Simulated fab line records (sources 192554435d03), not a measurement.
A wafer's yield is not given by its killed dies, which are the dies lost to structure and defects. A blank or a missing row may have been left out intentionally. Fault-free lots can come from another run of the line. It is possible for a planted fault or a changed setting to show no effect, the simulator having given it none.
fab line records    flow n5Finfet
record lots=5  wafers=15  lastDay=18
route steps=1938 shown MIM_BOT_LITHO@1861 MIM_BOT_ETCH@1866 PASS1_CAP@1873 TV_LITHO@1875 TV_OPEN@1887 PASSIVATION@1936
lots that met no fault: from a run of the same line without faults
startH: the number of hours between the record's first day and the start of the first shown wafer of the lot    waitH: time in hours since the lot's previous step    " same as the row above    L1.1+2: a single row standing in for several wafers    - no value present, or no start provided    * or withheld: withheld    < > ~ a bound
route shown NAME@n: a module of which the file shows steps, and the number in the route of the first    usual: the fault-free wafers' mean and standard deviation    same: alike in all rows    chamber/n: place in a boat    sites: per-site readings    _std_site: standard deviation across them    _edge_site: inner sites' mean taken away from outer sites' mean    radiusMm: how far each site lies from the wafer's centre    mask NAME#n: copy n    behind: the tool/chamber that last shaped the wafer    hold: reason for holding the lot/hours on hold/outcome of the hold    device: the transistor (n, p or np) that didn't switch    end of line: at the end of the route, the tests of the same wafers    a step given without rows: its recipe and nothing more    killed: dies lost to structure and defects at the first sort, not the wafer's yield    map: dies across one wafer; x = killed, . = not, _ = none there
set.NAME: setting as actually run; set.NAME@STEP: the setting as run at that earlier step    model.NAME: the simulator's own value behind a step, which no gauge read
lots at some steps of the route; a table a step, a row a wafer
services: the hour from which a tool's chamber was out of use, counted from the record's first day as startH (under 0 if before that day), plus the number of hours and why
## steps
# step N5_MIM_BOT_LITHO_HARDBAKE_09
# recipe tempC=130  timeS=120
# step N5_MIM_BOT_LITHO_CD_MEAS_08
# recipe targetCdNm=3000  landingEnergyEv=500  detector=seInlens  polarity=opening
# usual cdNm=3000.6/2.1
lot.wafer  tool      chamber  startH  waitH  cdNm
L181.2     cdSem-03  0        298.43  -      3000.8
L181.4     "         0        "       "      3002.8
L181.5     "         0        "       "      2999.5
L192.1     cdSem-01  0        356.00  -      2999.9
L192.3     "         0        "       "      2998.6
L192.5     "         0        "       "      2999.6
L195.2     cdSem-03  0        370.70  -      3004.8
L195.3     "         0        "       "      2998.9
L195.4     "         0        "       "      3000.2
L200.2     cdSem-02  0        397.43  -      3002.4
L200.3     "         0        "       "      3001.5
L200.4     "         0        "       "      3004.1
L201.4     cdSem-01  0        427.45  -      2999.5
L201.5     "         0        "       "      3000.6
L201.6     "         0        "       "      2997.0
# step N5_MIM_BOT_LITHO_OVL_MEAS_11
# recipe pointsPerWafer=44
# usual MIM_BOT_OVL=4/4.6
lot.wafer  tool        chamber  startH  waitH  MIM_BOT_OVL[nm]
L181.2     overlay-01  0        298.46  0.0    3
L181.4     "           0        "       "      6
L181.5     "           0        "       "      1
L192.1     overlay-02  0        356.03  0.0    3
L192.3     "           0        "       "      -6
L192.5     "           0        "       "      0
L195.2     overlay-01  0        370.72  0.0    8
L195.3     "           0        "       "      4
L195.4     "           0        "       "      5
L200.2     overlay-01  0        397.46  0.0    3
L200.3     "           0        "       "      1
L200.4     "           0        "       "      5
L201.4     overlay-02  0        427.47  0.0    9
L201.5     "           0        "       "      9
L201.6     "           0        "       "      11
# step N5_MIM_BOT_LITHO_INSPECT_12
# recipe mode=adi  inspectInstrument=macro
# usual rawDefectCount=2.2/1.4
lot.wafer  tool              chamber  startH  waitH  rawDefectCount
L181.2     defectInspect-02  -        298.49  0.0    2
L181.4     "                 -        "       "      2
L181.5     "                 -        "       "      2
L192.1     defectInspect-01  -        356.05  0.0    2
L192.3     "                 -        "       "      0
L192.5     "                 -        "       "      3
L195.2     defectInspect-02  -        370.75  0.0    1
L195.3     "                 -        "       "      2
L195.4     "                 -        "       "      4
L200.2     defectInspect-02  -        397.48  0.0    1
L200.3     "                 -        "       "      2
L200.4     "                 -        "       "      5
L201.4     defectInspect-01  -        427.50  0.0    2
L201.5     "                 -        "       "      1
L201.6     "                 -        "       "      2
# step N5_MIM_BOT_LITHO_DESCUM_10
# recipe chemistry=O2  timeS=7.9  sourcePowerW=50  biasPowerW=20  pressureMtorr=20  rfFrequencyHz=2.712e+07  tempC=40  o2FlowSccm=225
# step N5_MIM_BOT_ETCH_ETCH_04
# recipe chemistry=CF4/O2  target=SiNx  targetDepthA=260  timeS=13  ionEnergyEv=100  pressureMtorr=40  sourceW=535  biasW=49  Ar_flow_sccm=100  cf4FlowSccm=100  O2_flow_sccm=10
# usual drypumpMotorCurrentA=5.64/0.27  oesProductAu=0.82/0.091  rfVppV=240/4.3  showerheadPlenumPTorr=2.21/0.077  throttleValvePct=16.10/0.2
lot.wafer  tool        chamber  startH  waitH  drypumpMotorCurrentA  oesProductAu  rfHoursCounterH  rfVppV  showerheadPlenumPTorr  throttleValvePct
L181.2     rieDiel-03  3        298.84  0.0    5.62                  0.81          107              235     2.23                   15.94
L181.4     "           1        "       "      5.38                  1.00          -                246     2.35                   15.93
L181.5     "           3        "       "      5.61                  0.82          -                235     2.23                   15.95
L192.1     rieDiel-03  1        356.15  0.0    5.38                  0.93          22               246     2.34                   15.97
L192.3     "           2        "       "      5.71                  0.70          233              233     2.10                   16.15
L192.5     "           3        "       "      5.61                  0.79          -                235     2.22                   15.99
L195.2     rieDiel-03  2        370.85  0.0    5.74                  0.67          243              233     2.10                   16.15
L195.3     "           0        "       "      5.55                  1.01          3                247     2.25                   16.04
L195.4     "           3        "       "      5.64                  0.78          134              235     2.22                   16.00
L200.2     rieDiel-05  0        397.65  0.0    5.79                  0.98          1                238     2.15                   15.58
L200.3     "           2        "       "      5.87                  0.84          101              240     2.15                   16.39
L200.4     "           3        "       "      5.28                  0.82          89               239     2.13                   16.31
L201.4     rieDiel-03  0        427.60  0.0    5.57                  0.95          21               247     2.24                   16.07
L201.5     "           2        "       "      5.73                  0.97          -                238     2.36                   15.73
L201.6     "           3        "       "      5.62                  0.77          -                233     2.21                   16.03
# step N5_MIM_BOT_ETCH_ETCH_03
# recipe chemistry=Cl2/BCl3  targetDepthA=120  pressureMtorr=8  icpW=800  biasW=100  Cl2_flow_sccm=20  bcl3FlowSccm=80
# usual drypumpMotorCurrentA=5.8/0.47  heBacksideLeakSccm=3.37/0.17  oesProductAu=0.83/0.072  throttleValvePct=27.6/0.33
lot.wafer  tool         chamber  startH  waitH  drypumpMotorCurrentA  heBacksideLeakSccm  oesProductAu  rfHoursCounterH  throttleValvePct
L181.2     rieMetal-02  1        298.96  0.1    5.4                   3.65                0.88          -                27.5
L181.4     "            1        "       "      5.4                   3.47                0.87          -                27.5
L181.5     "            1        "       "      5.4                   3.51                0.87          -                27.5
L192.1     rieMetal-02  1        356.24  0.1    5.4                   3.41                0.85          31               27.6
L192.3     "            0        "       "      5.7                   3.34                0.93          -                27.4
L192.5     "            1        "       "      5.4                   3.41                0.86          -                27.5
L195.2     rieMetal-02  0        370.94  0.1    5.7                   3.56                0.91          6                27.4
L195.3     "            1        "       "      5.4                   3.67                0.85          -                27.5
L195.4     "            0        "       "      5.7                   3.67                0.91          -                27.4
L200.2     rieMetal-03  0        397.74  0.1    4.8                   3.22                0.70          84               27.6
L200.3     "            1        "       "      5.8                   3.04                0.90          -                26.7
L200.4     "            0        "       "      4.8                   3.41                0.68          -                27.6
L201.4     rieMetal-01  0        427.72  0.1    6.4                   3.19                0.80          -                27.6
L201.5     "            0        "       "      6.4                   3.12                0.80          -                27.6
L201.6     "            1        "       "      5.9                   3.45                0.78          -                28.0
# step N5_MIM_BOT_ETCH_ETCH_00
# recipe chemistry=Cl2/BCl3  target=TiN  targetDepthA=455  ionEnergyEv=150  pressureMtorr=10  icpW=1000  biasW=126  Cl2_flow_sccm=53.25  bcl3FlowSccm=21.75  Ar_flow_sccm=25
# usual drypumpMotorCurrentA=5.8/0.47  heBacksideLeakSccm=3.39/0.28  oesProductAu=0.83/0.072  throttleValvePct=21.84/0.24
lot.wafer  tool         chamber  startH  waitH  drypumpMotorCurrentA  heBacksideLeakSccm  oesProductAu  rfHoursCounterH  throttleValvePct
L181.2     rieMetal-02  1        299.15  0.2    5.4                   3.60                0.86          -                21.65
L181.4     "            1        "       "      5.4                   3.66                0.87          -                21.66
L181.5     "            1        "       "      5.4                   3.59                0.86          -                21.66
L192.1     rieMetal-02  1        356.33  0.1    5.4                   3.79                0.86          31               21.66
L192.3     "            0        "       "      5.7                   3.58                0.92          -                21.92
L192.5     "            1        "       "      5.3                   3.61                0.85          -                21.66
L195.2     rieMetal-02  0        371.03  0.1    5.8                   3.34                0.90          6                21.92
L195.3     "            1        "       "      5.4                   3.62                0.86          -                21.66
L195.4     "            0        "       "      5.8                   3.40                0.92          -                21.92
L200.2     rieMetal-03  0        397.83  0.1    4.7                   3.39                0.70          84               21.81
L200.3     "            1        "       "      5.8                   3.20                0.92          -                21.15
L200.4     "            0        "       "      4.7                   3.25                0.70          -                21.83
L201.4     rieMetal-01  0        427.82  0.1    6.4                   3.32                0.81          -                21.95
L201.5     "            0        "       "      6.4                   3.27                0.81          -                21.99
L201.6     "            1        "       "      5.9                   3.45                0.77          -                22.00
# step N5_MIM_BOT_ETCH_STRIP_01
# recipe chemistry=O2  powerW=600  tempC=60  pressureMtorr=30  rfFrequencyHz=6e+07  biasPowerW=0  overashFraction=0.5  o2FlowSccm=225
# step N5_MIM_BOT_ETCH_STRIP_02
# recipe chemistry=postEtchResidueRemover  timeS=1200  tempC=72.5
# step N5_MIM_BOT_ETCH_CLEAN_05
# recipe chemistry=IPA  timeS=180  tempC=25
# step N5_MIM_BOT_ETCH_SRD_06
# recipe dry=ipaMarangoni  timeS=30  tempC=23  rinseLiquid=diw
# step N5_PASSIVATION_PECVD_55
# recipe material=SiO2  targetThkA=4000  tempC=400  precursor=SiH4/N2O  pressureTorr=2.7  rfW=608  timeS=22.5
# usual heaterPowerW=671/85  showerheadPlenumPTorr=8.20/0.12  throttleValvePct=51.0/2.6
lot.wafer  tool      chamber  startH  waitH  heaterPowerW  showerheadPlenumPTorr  throttleValvePct  model.SiO2_of_PASSIVATION_PECVD_55.thkNm
L181.2     pecvd-02  1        299.87  0.0    541           8.34                   56.6              402.2
L181.4     "         2        "       "      636           8.29                   50.5              419
L181.5     "         0        "       "      679           8.23                   52.7              413
L192.1     pecvd-04  1        357.66  0.0    712           8.26                   48.9              385.2
L192.3     "         0        "       "      771           7.97                   48.8              388
L192.5     "         0        "       "      782           7.99                   48.9              401
L195.2     pecvd-04  0        371.67  0.0    663           7.99                   48.6              401.4
L195.3     "         2        "       "      545           8.21                   48.7              394.8
L195.4     "         2        "       "      580           8.20                   49.2              399.8
L200.2     pecvd-03  2        398.47  0.0    798           8.31                   48.4              393
L200.3     "         0        "       "      808           8.02                   52.3              395.6
L200.4     "         0        "       "      850           8.01                   52.3              404.6
L201.4     pecvd-02  1        428.47  0.0    579           8.33                   46.6              408.4
L201.5     "         2        "       "      525           8.29                   51.0              403
L201.6     "         0        "       "      659           8.22                   52.7              412.6
# step N5_PASSIVATION_PECVD_01
# recipe material=SiNx  targetThkA=2000  tempC=400  precursor=SiH4/NH3/N2  pressureTorr=4.9  rfW=1406  timeS=43.2
# step N5_PASSIVATION_HMDS_03
# recipe timeS=60  tempC=120
# step N5_PASSIVATION_COAT_04
# recipe spinRpm=*  resistThkNm=*
# step N5_PASSIVATION_EBR_06
# recipe solvent=PGMEA  ebrWidthMm=1.5
# step N5_PASSIVATION_SOFTBAKE_05
# recipe tempC=100  timeS=90
# step N5_PASSIVATION_EXPOSE_07
# recipe maskId=TV  na=0.55  sourceShape=conventional  sigmaOuter=0.8  polarization=unpolarized  defocusNm=0  targetCdNm=3000  doseMj=22.75
# step N5_PASSIVATION_PEB_08
# recipe pebTempC=withheld  pebTimeS=*
# step N5_PASSIVATION_DEVELOP_09
# recipe developTimeS=60  rinseLiquid=diw  dry=airSpin  devTempC=21
# step N5_PASSIVATION_HARDBAKE_11
# recipe tempC=130  timeS=120
# step N5_PASSIVATION_CD_MEAS_10
# recipe targetCdNm=3000  landingEnergyEv=500  detector=seInlens
# usual cdNm=3000/3.2
lot.wafer  tool      chamber  startH  waitH  cdNm
L181.2     cdSem-02  0        301.33  -      3001
L181.4     "         0        "       "      3003
L181.5     "         0        "       "      3000
L192.1     cdSem-03  0        358.06  -      3001
L192.3     "         0        "       "      2999
L192.5     "         0        "       "      3001
L195.2     cdSem-02  0        372.92  -      3002
L195.3     "         0        "       "      2998
L195.4     "         0        "       "      2996
L200.2     cdSem-02  0        399.05  -      2997
L200.3     "         0        "       "      2999
L200.4     "         0        "       "      3001
L201.4     cdSem-02  0        429.51  -      3000
L201.5     "         0        "       "      3004
L201.6     "         0        "       "      3001
# step N5_PASSIVATION_OVL_MEAS_60
# recipe pointsPerWafer=44
# usual TV_OVL=2/5.7
lot.wafer  tool        chamber  startH  waitH  TV_OVL[nm]
L181.2     overlay-02  0        301.36  0.0    0
L181.4     "           0        "       "      2
L181.5     "           0        "       "      3
L192.1     overlay-02  0        358.09  0.0    -3
L192.3     "           0        "       "      1
L192.5     "           0        "       "      1
L195.2     overlay-01  0        372.95  0.0    -2
L195.3     "           0        "       "      -5
L195.4     "           0        "       "      5
L200.2     overlay-02  0        399.08  0.0    -1
L200.3     "           0        "       "      -11
L200.4     "           0        "       "      -1
L201.4     overlay-01  0        429.53  0.0    10
L201.5     "           0        "       "      11
L201.6     "           0        "       "      14
# step N5_PASSIVATION_INSPECT_61
# recipe mode=adi  inspectInstrument=macro
# usual rawDefectCount=1.8/1.5
lot.wafer  tool              chamber  startH  waitH  rawDefectCount
L181.2     defectInspect-01  -        301.38  0.0    4
L181.4     "                 -        "       "      2
L181.5     "                 -        "       "      5
L192.1     defectInspect-01  -        358.11  0.0    4
L192.3     "                 -        "       "      1
L192.5     "                 -        "       "      3
L195.2     defectInspect-02  -        372.98  0.0    5
L195.3     "                 -        "       "      1
L195.4     "                 -        "       "      3
L200.2     defectInspect-02  -        399.10  0.0    0
L200.3     "                 -        "       "      3
L200.4     "                 -        "       "      0
L201.4     defectInspect-01  -        429.56  0.0    2
L201.5     "                 -        "       "      1
L201.6     "                 -        "       "      1
# step N5_PASSIVATION_DESCUM_12
# recipe chemistry=O2  timeS=7.9  sourcePowerW=50  biasPowerW=20  pressureMtorr=20  rfFrequencyHz=2.712e+07  tempC=40  o2FlowSccm=225
# usual drypumpMotorCurrentA=5.5/0.49  oesProductAu=0.80/0.083  rfVppV=242.8/1.3  showerheadPlenumPTorr=2.06/0.073  throttleValvePct=20.4/0.31
lot.wafer  tool        chamber  startH  waitH  drypumpMotorCurrentA  oesProductAu  rfHoursCounterH  rfVppV  showerheadPlenumPTorr  throttleValvePct
L181.2     rieDiel-04  3        301.55  0.2    5.3                   0.70          240              243.3   2.15                   20.3
L181.4     "           3        "       "      5.3                   0.70          -                243.6   2.15                   20.3
L181.5     "           1        "       "      6.5                   0.75          -                244.1   2.11                   20.3
L192.1     rieDiel-02  3        358.25  0.1    5.0                   0.74          183              243.1   1.98                   20.9
L192.3     "           2        "       "      5.8                   0.90          24               242.6   2.02                   19.8
L192.5     "           1        "       "      5.9                   0.80          -                242.1   2.02                   20.3
L195.2     rieDiel-06  3        373.01  0.0    5.3                   0.69          228              239.7   1.96                   20.7
L195.3     "           0        "       "      5.3                   0.78          120              242.5   2.03                   20.8
L195.4     "           2        "       "      4.9                   0.84          -                243.5   2.12                   20.2
L200.2     rieDiel-06  0        399.40  0.3    5.3                   0.77          128              242.8   2.03                   20.8
L200.3     "           2        "       "      4.8                   0.82          75               243.4   2.12                   20.2
L200.4     "           2        "       "      4.8                   0.82          -                243.1   2.12                   20.2
L201.4     rieDiel-04  2        429.62  0.1    6.1                   0.87          -                244.4   2.14                   20.5
L201.5     "           3        "       "      5.3                   0.92          -                245.6   2.14                   20.0
L201.6     "           1        "       "      6.5                   0.72          -                242.9   2.10                   20.4
# step N5_PASSIVATION_PASS_ETCH_74
# recipe chemistry=CF4/O2  target=SiNx  targetDepthA=2200  timeS=110  ionEnergyEv=100  pressureMtorr=40  sourceW=535  biasW=49  Ar_flow_sccm=100  cf4FlowSccm=100  O2_flow_sccm=10
# step N5_PASSIVATION_VIA_ETCH_13
# recipe chemistry=CHF3/O2  target=SiO2  targetDepthA=6600  CHF3_flow_sccm=50  O2_flow_sccm=5  Ar_flow_sccm=200  timeS=330  maskMaterial=PR  pressureMtorr=30  sourceW=650  biasW=170  ionEnergyEv=200  ends=cleared
# usual drypumpMotorCurrentA=5.5/0.49  etchRfOnTimeS=235/5.4  oesProductAu=0.72/0.07  rfVppV=524/15  showerheadPlenumPTorr=2.38/0.077  throttleValvePct=18.9/0.36
lot.wafer  tool        chamber  startH  waitH  drypumpMotorCurrentA  etchRfOnTimeS  oesProductAu  rfHoursCounterH  rfVppV  showerheadPlenumPTorr  throttleValvePct  model.coat_of_PASSIVATION_COAT_04.thkNm
L181.2     rieDiel-04  3        301.71  0.0    5.3                   241            0.62          240              531     2.49                   18.9              *
L181.4     "           3        "       "      5.3                   252            0.62          -                533     2.49                   18.9              *
L181.5     "           1        "       "      6.5                   246            0.67          -                557     2.38                   18.5              *
L192.1     rieDiel-02  3        358.40  0.0    5.0                   219            0.67          183              533     2.33                   19.5              *
L192.3     "           2        "       "      5.7                   225            0.81          24               531     2.35                   18.4              *
L192.5     "           1        "       "      5.9                   231            0.71          -                501     2.32                   18.6              *
L195.2     rieDiel-06  3        373.17  0.0    5.3                   238            0.62          228              511     2.29                   19.3              *
L195.3     "           0        "       "      5.3                   238            0.69          121              530     2.32                   19.1              *
L195.4     "           2        "       "      4.8                   242            0.74          -                515     2.46                   18.7              *
L200.2     rieDiel-06  0        399.55  0.0    5.3                   238            0.68          129              527     2.32                   19.1              *
L200.3     "           2        "       "      4.8                   241            0.73          75               515     2.46                   18.7              *
L200.4     "           2        "       "      4.8                   243            0.73          -                517     2.46                   18.7              *
L201.4     rieDiel-04  2        429.84  0.1    6.1                   242            0.77          -                523     2.46                   19.0              *
L201.5     "           3        "       "      5.3                   236            0.81          -                529     2.48                   18.6              *
L201.6     "           1        "       "      6.5                   246            0.65          -                557     2.37                   18.6              *
# step N5_PASSIVATION_STRIP_14
# recipe chemistry=O2  powerW=600  tempC=60  pressureMtorr=30  rfFrequencyHz=6e+07  biasPowerW=0  overashFraction=0.5  o2FlowSccm=225
# usual drypumpMotorCurrentA=5.5/0.49  oesProductAu=0.80/0.083  rfVppV=3.7/0.91  showerheadPlenumPTorr=2.07/0.073  throttleValvePct=16.7/0.31
lot.wafer  tool        chamber  startH  waitH  drypumpMotorCurrentA  oesProductAu  rfHoursCounterH  rfVppV  showerheadPlenumPTorr  throttleValvePct
L181.2     rieDiel-04  3        301.90  0.1    5.3                   0.69          240              2.8     2.16                   16.7
L181.4     "           3        "       "      5.3                   0.69          -                5.1     2.16                   16.7
L181.5     "           1        "       "      6.5                   0.76          -                3.2     2.12                   16.6
L192.1     rieDiel-02  3        358.60  0.1    5.1                   0.74          183              3.6     1.99                   17.1
L192.3     "           2        "       "      5.8                   0.89          24               4.0     2.03                   16.1
L192.5     "           1        "       "      5.9                   0.78          -                5.5     2.02                   16.5
L195.2     rieDiel-06  3        373.37  0.1    5.3                   0.68          229              5.0     1.96                   17.0
L195.3     "           0        "       "      5.3                   0.77          121              3.4     2.04                   17.0
L195.4     "           2        "       "      4.8                   0.84          -                4.1     2.12                   16.4
L200.2     rieDiel-06  0        399.75  0.1    5.3                   0.77          129              6.8     2.03                   17.0
L200.3     "           2        "       "      4.8                   0.82          75               4.4     2.12                   16.4
L200.4     "           2        "       "      4.8                   0.82          -                3.1     2.12                   16.4
L201.4     rieDiel-04  2        429.96  0.0    6.1                   0.88          -                4.0     2.14                   16.7
L201.5     "           3        "       "      5.3                   0.91          -                3.1     2.15                   16.3
L201.6     "           1        "       "      6.5                   0.72          -                3.4     2.10                   16.7
# step N5_PASSIVATION_PROBE_49
# usual defectLimitedYield=90.5/1.7  killed_at_M0_to_M3=37/12  killed_at_M4_up=14/5.2  killedAtContacts=12/5.9  killedAtFrontEnd=45/14  killedAtOther=3.5/2.8  killedDies=112/21  killedOpen=73/15  killedShort=36/8.9  sort_bin_5_function=5.6/1.2  sort_bin_6_memory=3.5/0.68  sortNPass=1068/21  sortYieldPct=90.5/1.8
# same grossDies=1180  killedAtBackSide=0  sort_bin_4_leakage[%]=0  sort_bin_8_speed[%]=0
lot.wafer  tool       chamber  startH  waitH  defectLimitedYield[%]  killed_at_M0_to_M3  killed_at_M4_up  killedAtContacts  killedAtFrontEnd  killedAtOther  killedDies  killedOpen  killedShort  sort_bin_5_function[%]  sort_bin_6_memory[%]  sortNPass  sortYieldPct[%]
L192.1     prober-01  -        367.89  0.0    92.3                   21                  13               7                 49                1              91          56          31           4.6                     2.5                   1089       92.3
L192.3     prober-01  -        367.99  0.1    92.3                   27                  23               5                 31                5              91          61          27           4.7                     2.8                   1089       92.3
L192.5     prober-01  -        368.09  0.2    91.2                   32                  20               9                 43                0              104         65          34           4.5                     3.2                   1076       91.2
# killed by level:class
L192.1 STI_FIN_REVEAL:geometricParticle:open=13 FIN_SAQP:geometricParticle:open=8 BEOL_M3:geometricParticle:open=7 FIN_SAQP:geometricParticle:short=5 ILD0:geometricParticle:short=5 MOL_CONTACT_COAG:geometricParticle:open=5 BEOL_M1:geometricParticle:open=5 STI_FIN_REVEAL:geometricParticle:short=3
L192.3 FIN_SAQP:geometricParticle:open=10 STI_FIN_REVEAL:geometricParticle:open=9 BEOL_M1:geometricParticle:open=7 BEOL_M4:geometricParticle:open=7 BEOL_M2:geometricParticle:open=6 BEOL_M0_SAQP:geometricParticle:short=4 BEOL_M4:geometricParticle:short=4 GATE_CUT:geometricParticle:short=3
L192.5 BEOL_M1:geometricParticle:open=9 BEOL_M4:geometricParticle:open=9 MOL_CONTACT_COAG:geometricParticle:open=8 STI_FIN_REVEAL:geometricParticle:open=7 BEOL_M0_SAQP:geometricParticle:open=7 ILD0:geometricParticle:short=6 FIN_SAQP:geometricParticle:short=5 FIN_SAQP:geometricParticle:open=5
## services
tool         chamber  startH  hours  kind
rieDiel-05   2        279.25  2.4    repair
rieDiel-05   0        287.52  1.8    repair
rieDiel-05   1        290.79  6.3    repair
rieDiel-03   0        293.22  10.1   repair
pecvd-02     2        301.11  4.4    repair
pecvd-04     -        309.26  0.5    repair
pecvd-02     -        313.43  2.2    repair
pecvd-03     0        313.88  4.4    repair
pecvd-03     -        315.59  5.5    pm
rieDiel-06   3        330.98  3.6    repair
rieDiel-03   0        336.21  4.9    repair
rieDiel-06   3        344.09  19.8   repair
rieMetal-01  1        357.37  4.6    repair
rieDiel-03   3        359.58  7.1    repair
rieDiel-06   0        359.62  9.0    repair
rieDiel-06   1        372.98  32.4   repair
pecvd-04     -        375.29  6.0    pm
rieDiel-06   0        375.92  6.5    repair
pecvd-02     -        376.41  2.8    pm
rieDiel-03   0        390.45  5.0    repair
rieDiel-04   1        393.86  2.4    repair
rieDiel-03   -        396.96  2.8    pm
pecvd-02     0        397.09  3.0    repair
rieDiel-06   0        417.59  3.8    repair
## key
firstSign step=N5_PASSIVATION_VIA_ETCH_13  reading=etchRfOnTimeS  direction=up  sigmas=3  usual=*  struck=*
effect none on later readings
modelEffect step=N5_PASSIVATION_PECVD_55  value=SiO2_of_PASSIVATION_PECVD_55.thkNm  without=397.8  struck=419
modelEffect step=N5_PASSIVATION_VIA_ETCH_13  value=coat_of_PASSIVATION_COAT_04.thkNm  without=*  struck=*
metAt N5_PASSIVATION_PECVD_55
struckWafers L181.4
fault kind=processParameterDrift  tool=pecvd-02  chamber=-  onsetH=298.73  steps=N5_PASSIVATION_PECVD_55  channel=timeS  offset=*  shape=step  endH=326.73  scope=struckWafersOnly  actsIn=*  stated=*
